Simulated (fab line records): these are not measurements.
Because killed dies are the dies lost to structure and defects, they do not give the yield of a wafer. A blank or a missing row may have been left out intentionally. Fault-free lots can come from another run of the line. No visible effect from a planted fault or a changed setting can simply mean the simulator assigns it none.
Matching of chambers :: flow n5-finfet :: rie-diel-04 running N5_BEOL_M9_DESCUM_33: 4 sister chambers
The step chemistry O2, time 7 s. 4 wafers are shown with their chamber, then 12 later ones without.

== WAFERS WITH THEIR CHAMBER ==
wafer: L091.5
chamber: 2
showerhead-plenum-p-Torr (Torr): 1.98

wafer: L092.1
chamber: 1
showerhead-plenum-p-Torr (Torr): 2.03

wafer: L092.3
chamber: 3
showerhead-plenum-p-Torr (Torr): 2.06

wafer: L092.6
chamber: 0
showerhead-plenum-p-Torr (Torr): 2.04

== WAFERS WHOSE CHAMBER IS MISSING ==
wafer: L096.1
showerhead-plenum-p-Torr (Torr): 1.97

wafer: L096.2
showerhead-plenum-p-Torr (Torr): 2.03

wafer: L096.4
showerhead-plenum-p-Torr (Torr): 2.06

wafer: L095.1
showerhead-plenum-p-Torr (Torr): 2.03

wafer: L095.2
showerhead-plenum-p-Torr (Torr): 2.02

wafer: L095.3
showerhead-plenum-p-Torr (Torr): 1.97

wafer: L095.4
showerhead-plenum-p-Torr (Torr): 2.06

wafer: L095.5
showerhead-plenum-p-Torr (Torr): 2.03

wafer: L095.6
showerhead-plenum-p-Torr (Torr): 2.02

wafer: L097.3
showerhead-plenum-p-Torr (Torr): 2.02

wafer: L097.5
showerhead-plenum-p-Torr (Torr): 2.02

wafer: L097.6
showerhead-plenum-p-Torr (Torr): 2.06

== WHICH CHAMBER EACH ONE RAN IN ==
wafer: L096.1
from the rows above: 2
in truth: 2

wafer: L096.2
from the rows above: can't be placed: 1 or 0
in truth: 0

wafer: L096.4
from the rows above: 3
in truth: 3

wafer: L095.1
from the rows above: can't be placed: 1 or 0
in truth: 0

wafer: L095.2
from the rows above: can't be placed: 1 or 0
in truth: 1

wafer: L095.3
from the rows above: 2
in truth: 2

wafer: L095.4
from the rows above: 3
in truth: 3

wafer: L095.5
from the rows above: can't be placed: 1 or 0
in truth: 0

wafer: L095.6
from the rows above: can't be placed: 1 or 0
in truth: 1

wafer: L097.3
from the rows above: can't be placed: 1 or 0
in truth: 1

wafer: L097.5
from the rows above: can't be placed: 1 or 0
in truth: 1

wafer: L097.6
from the rows above: 3
in truth: 3
5 of 12 placed correctly. Cannot be placed on the basis of these rows: 7; the candidates contain the true chamber in 7. Number placed wrongly: 0.
How it was worked out, from the rows above alone: a wafer's distance from a chamber is the root of the sum, over the readings, of the square of ((its reading less the chamber's mean) divided by the reading's scatter). The wafer belongs to the nearest chamber; if the next one is less than 2 further off, it can't be placed. A chamber's mean is the mean of its shown wafers. The scatter (one wafer shown for each chamber): square how far every hidden wafer sits from the nearest shown wafer, average those squares and take the square root.
